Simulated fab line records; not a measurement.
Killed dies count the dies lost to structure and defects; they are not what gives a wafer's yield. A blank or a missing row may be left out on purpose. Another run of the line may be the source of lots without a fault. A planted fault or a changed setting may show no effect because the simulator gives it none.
2 desks, one fault :: flow n5Finfet :: every desk sees just its own numbers, and what lay behind them comes last

== THE TOOL OWNER'S DESK: rieSi-03 ==
The tool's own readings at N5_BEOL_M0_SAQP_ETCH_102 (etches SiO2 in CF4, target depth 4 nm, time 4.4 s): means of the sampled wafers that have a number, for each lot that ran on this tool. Marked OUT: a lot whose mean sits more than 4 standard deviations from the usual mean, which makes it out of limits; the brackets give that distance.
Columns: A = drypumpMotorCurrentA at N5_BEOL_M0_SAQP_ETCH_102, usual 5.7 A; B = heBacksideLeakSccm at N5_BEOL_M0_SAQP_ETCH_102, usual 2.8 sccm; C = oesProductAu at N5_BEOL_M0_SAQP_ETCH_102, usual 0.990 a.u.; D = throttleValvePct at N5_BEOL_M0_SAQP_ETCH_102, usual 21.92 %
lot: L833
first seen here: day 7 07:43
A: 5.2
B: 2.6
C: 1.060
D: 22.13

lot: L834
first seen here: day 7 10:38
A: 5.6
B: 2.7
C: 1.212 (+9.7) OUT
D: 22.19

lot: L848
first seen here: day 11 00:32
A: 5.5
B: 2.8
C: 0.973
D: 21.94

lot: L847
first seen here: day 11 02:48
A: 5.2
B: 2.5
C: 0.992
D: 22.03

lot: L850
first seen here: day 11 08:28
A: 5.0
B: 2.5
C: 1.017
D: 22.10
Finding of this desk: L834 out of limits; the first was L834 at day 7 10:38, on oesProductAu at N5_BEOL_M0_SAQP_ETCH_102. L833, L848, L847, L850 stayed within limits.

== METROLOGY DESK ==
Lot by lot, what the gauges showed, no matter which tool ran the lot: averages of those sampled wafers that carry a number. Marked OUT: a lot whose mean sits more than 4 standard deviations from the usual mean, which makes it out of limits; the brackets give that distance. Shown here are 7 of its 12 readings, the ones lying furthest out on some lot.
Columns: A = thkNm at N5_BEOL_M0_SAQP_THK_MEAS_05, usual 59.7 nm; B = DIBL_N at N5_BEOL_M4_RC_MEAS_101, usual 35.9 mV/V; C = IOFF_P at N5_BEOL_M4_RC_MEAS_101, usual 0.21 nA/um; D = ION_P at N5_BEOL_M4_RC_MEAS_101, usual 461 uA/um; E = SS_N at N5_BEOL_M4_RC_MEAS_101, usual 71.4 mV/dec; F = SS_P at N5_BEOL_M4_RC_MEAS_101, usual 73.2 mV/dec; G = VT_P at N5_BEOL_M4_RC_MEAS_101, usual -250 mV
lot: L827
first seen here: day 5 14:46
A: 59.6
B: 34.8
C: 0.24
D: 475
E: 71.2
F: 73.1
G: -244

lot: L829
first seen here: day 6 14:23
A: 59.9
B: 34.6
C: 0.22
D: 468
E: 71.2
F: 72.4
G: -247

lot: L833
first seen here: day 7 04:46
A: 59.2
B: 36.1
C: 0.23
D: 465
E: 71.3
F: 73.6
G: -249

lot: L834
first seen here: day 7 08:16
A: 60.3
B: 35.9
C: 0.22
D: 470
E: 70.9
F: 72.9
G: -246

lot: L843
first seen here: day 9 16:32
A: 58.8
B: 35.9
C: 0.20
D: 453
E: 72.0
F: 73.2
G: -252

lot: L846
first seen here: day 10 07:37
A: 59.0
B: 36.1
C: 0.26
D: 466
E: 71.9
F: 73.2
G: -245

lot: L848
first seen here: day 10 20:56
A: 60.3
B: 37.7
C: 0.23
D: 465
E: 71.5
F: 73.4
G: -250

lot: L847
first seen here: day 11 00:02
A: 60.9
B: 36.7
C: 0.17
D: 447
E: 71.5
F: 73.0
G: -256

lot: L849
first seen here: day 11 01:22
A: 60.0
B: 35.3
C: 0.21
D: 458
E: 71.6
F: 73.7
G: -250

lot: L850
first seen here: day 11 06:14
A: 60.2
B: 36.4
C: 0.20
D: 459
E: 71.1
F: 73.6
G: -252
This desk's verdict: no lot among the 10 shows anything out of limits.

== BROUGHT TOGETHER ==
The tool owner's desk could have raised an alarm at day 7 10:38, on L834.
From the metrology desk's view, nothing was out of limits.
The metrology desk has L834 on record, within its limits.
Of the lots named, all ran N5_BEOL_M0_SAQP_ETCH_102 on rieSi-03.

== WHAT THE SIMULATOR PUT IN ==
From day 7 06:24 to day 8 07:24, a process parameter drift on rieSi-03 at N5_BEOL_M0_SAQP_ETCH_102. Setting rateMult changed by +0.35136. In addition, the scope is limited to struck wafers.
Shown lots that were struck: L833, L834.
Hours from the fault's start to each desk's first reading out of limits: the tool owner's desk, 4.
